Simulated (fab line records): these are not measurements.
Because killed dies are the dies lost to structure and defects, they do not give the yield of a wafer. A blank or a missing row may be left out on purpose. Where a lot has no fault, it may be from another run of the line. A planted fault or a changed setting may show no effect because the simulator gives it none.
Comparing a struck lot with a sound one :: flow nandHarc :: 15 out of 1159 route steps
Sound: the wafers L107.2, L107.4, L107.5. Struck: wafer L118.5; the same lot's L118.4 was not struck, so it is left out; see the end for the cause.
At each step with rows: each side's tool, then ch and its chambers, then its first start. Under that, the readings that differ: sound wafers :: struck wafers :: difference of the means :: sigmas: that difference in standard deviations of wafers without a fault.
alike: same words and numbers on both sides, and readings whose means sit less than 2 such deviations apart. not compared: any withheld reading, any reading some wafer has no value for, any bound like >300 that may hide the same value, and any number with overlapping values for which the record gives no deviation.
The two part at a step that has a row with sigmas, a row that says differs or no value, or rows on one side only. Numbers that have no deviation but don't overlap get no sigmas and don't part them. A reading that every wafer of one side lacks parts them only if that side has two wafers or more.

NHARC_P_START_INSPECT_01:
  sound: defectInspect-02 at day 1 12:02; struck: defectInspect-01 at day 4 06:02
  alike: rawDefectCount
then, 7 steps without rows for these wafers: NHARC_P_ZERO_WELL_PRECLEAN_00 (cleans in SPM, time 600 s); NHARC_P_ZERO_WELL_SRD_01; NHARC_P_ZERO_WELL_PECVD_02 (deposits SiO2, target thk 10 nm); NHARC_P_ZERO_WELL_DEHYDRATE_03 (time 120 s); NHARC_P_ZERO_WELL_HMDS_04 (time 30 s); NHARC_P_ZERO_WELL_COAT_64 (time 65 s); NHARC_P_ZERO_WELL_COAT_05 (resist thk 600 nm).
NHARC_P_ZERO_WELL_SOFTBAKE_06: time 70 s.
  sound on lithoTrack-05 ch 0, day 1 12:00; struck on lithoTrack-07 ch 0, day 4 06:00
reading: chillPlateTempC (C)
sound: 23.24 23.14 23.28
struck: 22.97
difference: -0.25
sigmas: -2

reading: heaterPowerTotalW (W)
sound: 198.9 200.3 201.8
struck: 335.3
difference: +135.0
sigmas: +99 or more
  not compared: plateTempC
then, 4 steps without rows for these wafers: NHARC_P_ZERO_WELL_EBR_07; NHARC_P_ZERO_WELL_EXPOSE_08 (exposes mask P ZERO, target cd 500 nm); NHARC_P_ZERO_WELL_PEB_09 (peb time 80 s); NHARC_P_ZERO_WELL_DEVELOP_10 (time 50 s).
NHARC_P_ZERO_WELL_CD_MEAS_11: target cd 500 nm.
  sound on cdSem-01 ch 0, day 1 13:08; struck on cdSem-03 ch 0, day 4 07:08
reading: cdNm (nm)
sound: 498.2 500.1 501.1
struck: 493.2
difference: -6.6
sigmas: -4
then, 1 step without rows for these wafers: NHARC_P_ZERO_WELL_HARDBAKE_12 (time 65 s).

== WHERE THEY PART ==
Last at NHARC_P_ZERO_WELL_CD_MEAS_11 as far as this record goes, first at NHARC_P_ZERO_WELL_SOFTBAKE_06.

WHY: what the simulator had put in
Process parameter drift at NHARC_P_ZERO_WELL_SOFTBAKE_06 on lithoTrack-07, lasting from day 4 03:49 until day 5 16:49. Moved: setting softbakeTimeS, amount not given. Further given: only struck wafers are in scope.
